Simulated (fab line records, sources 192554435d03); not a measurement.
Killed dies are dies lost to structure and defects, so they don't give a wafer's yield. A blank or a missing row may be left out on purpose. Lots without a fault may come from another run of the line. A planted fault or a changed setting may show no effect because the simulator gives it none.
Which tool did it? | flow n5_finfet | 10 lots, 30 wafers sampled, at 5 steps of a route of 1938

WHAT THE GAUGES READ, wafer by wafer
The record holds no reading of a measuring or inspecting step that can be judged against a usual standard deviation.

WHICH TOOL RAN EACH LOT (tool, then ch and the chambers of the sampled wafers, then the start)
lot  | N5_BEOL_M14_TRENCH_ETCH_34         | N5_PASSIVATION_STRIP_14            | N5_PASSIVATION_DEGAS_18      | N5_PASSIVATION_AL_DEP_21     | N5_PASSIVATION_PROBE_49
L725 | rie_diel-05 ch 2,3, day 12 10:43   | rie_diel-01 ch 2,3, day 13 08:10   | pvd_sputter-01, day 13 08:47 | pvd_sputter-01, day 13 08:58 | -
L727 | rie_diel-05 ch 0,2,3, day 13 12:28 | rie_diel-06 ch 0,2, day 14 09:42   | pvd_sputter-01, day 14 10:10 | pvd_sputter-01, day 14 10:20 | -
L729 | rie_diel-05 ch 0,1,3, day 13 23:43 | rie_diel-03 ch 1,2, day 14 17:17   | pvd_sputter-03, day 14 17:31 | pvd_sputter-03, day 14 17:42 | -
L735 | rie_diel-05 ch 0,2,3, day 14 23:32 | rie_diel-01 ch 0,2,3, day 15 18:59 | pvd_sputter-01, day 15 19:17 | pvd_sputter-01, day 15 19:28 | prober-02, day 16 01:41
L734 | rie_diel-05 ch 1,2, day 15 12:43   | rie_diel-03 ch 2,3, day 16 08:09   | pvd_sputter-03, day 16 08:37 | pvd_sputter-03, day 16 08:47 | -
L738 | rie_diel-05 ch 0,2,3, day 16 04:37 | rie_diel-06 ch 0,3, day 16 23:21   | pvd_sputter-01, day 17 00:03 | pvd_sputter-01, day 17 00:14 | prober-01, day 17 06:22
L736 | rie_diel-04 ch 1,2, day 16 05:08   | rie_diel-03 ch 0,1,3, day 16 23:28 | pvd_sputter-03, day 17 00:51 | pvd_sputter-03, day 17 01:02 | -
L740 | rie_diel-05 ch 0,2,3, day 16 22:18 | rie_diel-03 ch 0,2,3, day 17 19:05 | pvd_sputter-02, day 17 19:46 | pvd_sputter-02, day 17 19:56 | prober-02, day 18 01:34
L744 | rie_diel-04 ch 2,3, day 17 14:53   | rie_diel-03 ch 1,2,3, day 18 10:39 | pvd_sputter-02, day 18 12:28 | pvd_sputter-02, day 18 12:39 | -
L745 | rie_diel-02 ch 0,1,2, day 18 06:26 | rie_diel-01 ch 0,1,3, day 19 00:56 | pvd_sputter-01, day 19 03:02 | pvd_sputter-01, day 19 03:13 | -
- N5_BEOL_M14_TRENCH_ETCH_34: etches SiO2 in C4F8/O2/Ar, target depth 556.65 nm, time 126.9 s.
- N5_PASSIVATION_STRIP_14: strips in O2.
- N5_PASSIVATION_DEGAS_18: time 60 s.
- N5_PASSIVATION_AL_DEP_21: deposits Al, target thk 2800 nm, time 170 s.
- N5_PASSIVATION_PROBE_49

WHAT THE TOOLS THEMSELVES READ (means of the sampled wafers that have a number; where no wafer has one, the mark that the record gives instead)
N5_BEOL_M14_TRENCH_ETCH_34.
lot  | tool        | drypump_motor_current_A (A) | he_outer_torr (Torr) | oes_product_au (a.u.) | rf_vpp_V (V) | showerhead_plenum_p_Torr (Torr) | throttle_valve_pct (%)
L725 | rie_diel-05 | 6.0                         | 30.02                | 0.88                  | 2239         | 3.60                            | 30.87
L727 | rie_diel-05 | 5.9                         | 29.96                | 0.83                  | 2238         | 3.56                            | 30.79
L729 | rie_diel-05 | 5.7                         | 30.08                | 0.79                  | 2228         | 3.40                            | 30.87
L735 | rie_diel-05 | 5.9                         | 30.00                | 0.81                  | 2238         | 3.55                            | 30.78
L734 | rie_diel-05 | 5.5                         | 29.94                | 0.74                  | 2227         | 3.32                            | 31.07
L738 | rie_diel-05 | 5.9                         | 30.02                | 0.80                  | 2237         | 3.55                            | 30.80
L736 | rie_diel-04 | 6.1                         | 30.08                | 0.83                  | 2224         | 3.42                            | 30.96
L740 | rie_diel-05 | 5.9                         | 29.98                | 0.79                  | 2237         | 3.54                            | 30.80
L744 | rie_diel-04 | 6.0                         | 29.96                | 0.87                  | 2229         | 3.34                            | 30.72
L745 | rie_diel-02 | 5.7                         | 30.00                | 0.78                  | 2234         | 3.50                            | 30.85

N5_PASSIVATION_STRIP_14.
lot  | tool        | drypump_motor_current_A (A) | oes_product_au (a.u.) | rf_vpp_V (V) | showerhead_plenum_p_Torr (Torr) | temp_c (C) | throttle_valve_pct (%)
L725 | rie_diel-01 | 5.66                        | 0.72                  | 3.0          | 2.02                            | 60.04      | 16.58
L727 | rie_diel-06 | 5.80                        | 0.78                  | 3.9          | 2.17                            | 60.07      | 16.45
L729 | rie_diel-03 | 5.23                        | 0.72                  | 3.6          | 1.97                            | 59.98      | 16.73
L735 | rie_diel-01 | 5.47                        | 0.81                  | 3.6          | 2.06                            | 60.02      | 16.59
L734 | rie_diel-03 | 5.56                        | 0.82                  | 3.7          | 2.06                            | 59.95      | 16.83
L738 | rie_diel-06 | 5.34                        | 0.85                  | 3.2          | 2.16                            | 59.98      | 16.43
L736 | rie_diel-03 | 5.49                        | 0.87                  | 3.6          | 2.01                            | 59.97      | 16.45
L740 | rie_diel-03 | 5.52                        | 0.85                  | 3.6          | 2.06                            | 60.07      | 16.72
L744 | rie_diel-03 | 5.40                        | 0.76                  | 3.9          | 2.01                            | 60.19      | 16.83
L745 | rie_diel-01 | 5.45                        | 0.78                  | 4.1          | 2.08                            | 60.07      | 16.61

N5_PASSIVATION_DEGAS_18.
lot  | tool           | heater_power_w (W) | susceptor_temp_C (C)
L725 | pvd_sputter-01 | 484                | 300.04
L727 | pvd_sputter-01 | 419                | 300.00
L729 | pvd_sputter-03 | 467                | 300.02
L735 | pvd_sputter-01 | 419                | 300.00
L734 | pvd_sputter-03 | 419                | 299.77
L738 | pvd_sputter-01 | 430                | 299.86
L736 | pvd_sputter-03 | 415                | 300.28
L740 | pvd_sputter-02 | 473                | 299.88
L744 | pvd_sputter-02 | 453                | 299.94
L745 | pvd_sputter-01 | 450                | 300.26

N5_PASSIVATION_AL_DEP_21.
lot  | tool           | chamber_pressure_pa (Pa) | susceptor_temp_C (C) | throttle_valve_pct (%)
L725 | pvd_sputter-01 | 0.4003                   | 400.10               | 28.5
L727 | pvd_sputter-01 | 0.3997                   | 400.06               | 29.1
L729 | pvd_sputter-03 | 0.4005                   | 399.94               | 30.3
L735 | pvd_sputter-01 | 0.4000                   | 399.99               | 29.3
L734 | pvd_sputter-03 | 0.4010                   | 400.10               | 30.7
L738 | pvd_sputter-01 | 0.3999                   | 400.28               | 30.5
L736 | pvd_sputter-03 | 0.4005                   | 400.01               | 30.5
L740 | pvd_sputter-02 | 0.4004                   | 399.80               | 29.0
L744 | pvd_sputter-02 | 0.3998                   | 399.97               | 30.0
L745 | pvd_sputter-01 | 0.4008                   | 399.91               | 30.0

N5_PASSIVATION_PROBE_49.
lot  | tool      | defect_limited_yield (%) | killed_at_M0_to_M3 | killed_at_M4_up | killed_at_contacts | killed_at_front_end | killed_at_other | killed_dies | killed_on_rim | killed_open | killed_short | sort_bin_4_leakage (%) | sort_bin_5_function (%) | sort_bin_6_memory (%) | sort_n_pass | sort_yield_pct (%)
L735 | prober-02 | 90.0                     | 38                 | 15              | 15                 | 45                  | 4               | 118         | 17            | 82          | 35           | 0.00                   | 5.9                     | 3.8                   | 1062        | 90.0
L738 | prober-01 | 88.7                     | 41                 | 36              | 10                 | 39                  | 7               | 133         | 22            | 68          | 42           | 0.00                   | 6.9                     | 3.7                   | 1047        | 88.7
L740 | prober-02 | 90.4                     | 28                 | 36              | 8                  | 38                  | 3               | 114         | 18            | 62          | 28           | 0.00                   | 5.9                     | 3.2                   | 1066        | 90.4

THE ANSWER, worked out from the rows above alone
Rule: what is usual is taken from the lots themselves. Put in order of their means at a reading, lots are off if they are a third of the lots or fewer, leave a main group of 4 or more, and stand apart from it by a gap of 3 or more times the standard deviation of the main group's means; of several such gaps the widest counts. A main group whose means are all the same, to the digits that the tables above print for the reading, isn't used. A lot without any number at a reading at which 4 lots or more have one is off too. The other lots that the step has rows for count as sound. The gauges are gone through in route order, then the tools' own readings, and for those a lot's mean is taken as printed above. The first step at which some lot is off is used, and at that step the reading that is off furthest; a lot without a number counts as furthest.
No lot is off at any reading shown: from this, nothing can be told.

WHAT THE SIMULATOR HAD PUT IN
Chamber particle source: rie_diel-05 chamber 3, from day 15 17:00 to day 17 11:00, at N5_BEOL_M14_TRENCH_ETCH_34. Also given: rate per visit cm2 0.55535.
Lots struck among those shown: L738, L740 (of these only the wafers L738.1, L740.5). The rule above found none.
